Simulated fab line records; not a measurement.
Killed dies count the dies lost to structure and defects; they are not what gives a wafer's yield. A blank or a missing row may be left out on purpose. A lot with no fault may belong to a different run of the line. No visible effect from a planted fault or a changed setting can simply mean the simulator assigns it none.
What tool caused it? + flow n5-finfet + 7 lots, 21 wafers sampled, at 4 steps of a route of 1938

WHAT THE GAUGES READ, wafer by wafer
N5_BEOL_M11_OCD_MEAS_38.
| lot  | measured     | on     | trench-depth-nm (nm) |
|------|--------------|--------|----------------------|
| L876 | day 12 19:48 | ocd-02 | 147.2 150.5 149.7    |
| L878 | day 13 21:13 | ocd-01 | 151.1 152.1 154.2    |
| L884 | day 14 22:19 | ocd-02 | 147.8 148.5 145.1    |
| L883 | day 15 06:44 | ocd-02 | 85.5 85.4 87.9       |
| L885 | day 15 12:13 | ocd-02 | 85.8 86.7 87.8       |
| L892 | day 17 12:36 | ocd-01 | 149.2 147.1 150.4    |
| L894 | day 18 04:04 | ocd-02 | 152.1 150.0 149.4    |

TOOL THAT RAN EACH LOT (tool first, then ch and the chambers of the sampled wafers, then the start)
| lot  | N5_BEOL_M11_STRIP_67               | N5_BEOL_M11_ETCH_65                | N5_BEOL_M11_TRENCH_ETCH_37         |
|------|------------------------------------|------------------------------------|------------------------------------|
| L876 | rie-diel-06 ch 0,2,3, day 12 17:59 | rie-diel-05 ch 0,2,3, day 12 19:21 | rie-diel-05 ch 0,2,3, day 12 19:37 |
| L878 | rie-diel-02 ch 1,2,3, day 13 19:59 | rie-diel-02 ch 0,1,3, day 13 20:45 | rie-diel-02 ch 0,1,3, day 13 21:02 |
| L884 | rie-diel-05 ch 0,2, day 14 20:06   | rie-diel-06 ch 0,3, day 14 21:51   | rie-diel-06 ch 0,3, day 14 22:08   |
| L883 | rie-diel-02 ch 1,2,3, day 15 03:25 | rie-diel-06 ch 1,3, day 15 06:16   | rie-diel-06 ch 1,3, day 15 06:33   |
| L885 | rie-diel-02 ch 0,1,3, day 15 08:10 | rie-diel-06 ch 1,2,3, day 15 11:45 | rie-diel-06 ch 1,2,3, day 15 12:01 |
| L892 | rie-diel-06 ch 0,1,3, day 17 08:05 | rie-diel-05 ch 1,3, day 17 12:08   | rie-diel-05 ch 1,3, day 17 12:25   |
| L894 | rie-diel-02 ch 0,2,3, day 18 01:23 | rie-diel-05 ch 1,2,3, day 18 03:36 | rie-diel-05 ch 1,2,3, day 18 03:53 |
- N5_BEOL_M11_STRIP_67: strips in CF4.
- N5_BEOL_M11_ETCH_65: etches SiARC in CF4, target depth 39 nm, time 65 s.
- N5_BEOL_M11_TRENCH_ETCH_37: etches SiCOH lowk in C4F6/O2, target depth 148.83 nm, time 48 s.

THE ANSWER, worked out from the rows above alone
Rule: usual is defined by the lots themselves. The widest of any qualifying gaps counts: lots, ordered by their means at a reading, are off when they make up no more than a third of the lots, leave a main group of 4 or more, and stand apart from it by 3 or more times the standard deviation of that group's means. The tables above print the reading to a certain number of digits; a main group whose means all agree to those digits is not used. Also off: a lot with no number at a reading for which 4 or more lots have one. All remaining lots with rows at the step are treated as sound.
Off: L883, L885, at N5_BEOL_M11_OCD_MEAS_38 (trench-depth-nm). For the main group the mean is 149.6 nm and the standard deviation 1.8.
A tool fits if, at a process step before that reading, it ran every lot that is off, and no sound lot after the first of them. Gauges at N5_BEOL_M11_OCD_MEAS_38: tried the same way as those tools. One fits: rie-diel-06 at N5_BEOL_M11_ETCH_65 and N5_BEOL_M11_TRENCH_ETCH_37. At N5_BEOL_M11_ETCH_65 its last sound lot is L884 (day 14 21:51), its first lot that is off L883 (day 15 06:16): a fault that began between those two fits.

WHAT WAS PUT IN BY THE SIMULATOR
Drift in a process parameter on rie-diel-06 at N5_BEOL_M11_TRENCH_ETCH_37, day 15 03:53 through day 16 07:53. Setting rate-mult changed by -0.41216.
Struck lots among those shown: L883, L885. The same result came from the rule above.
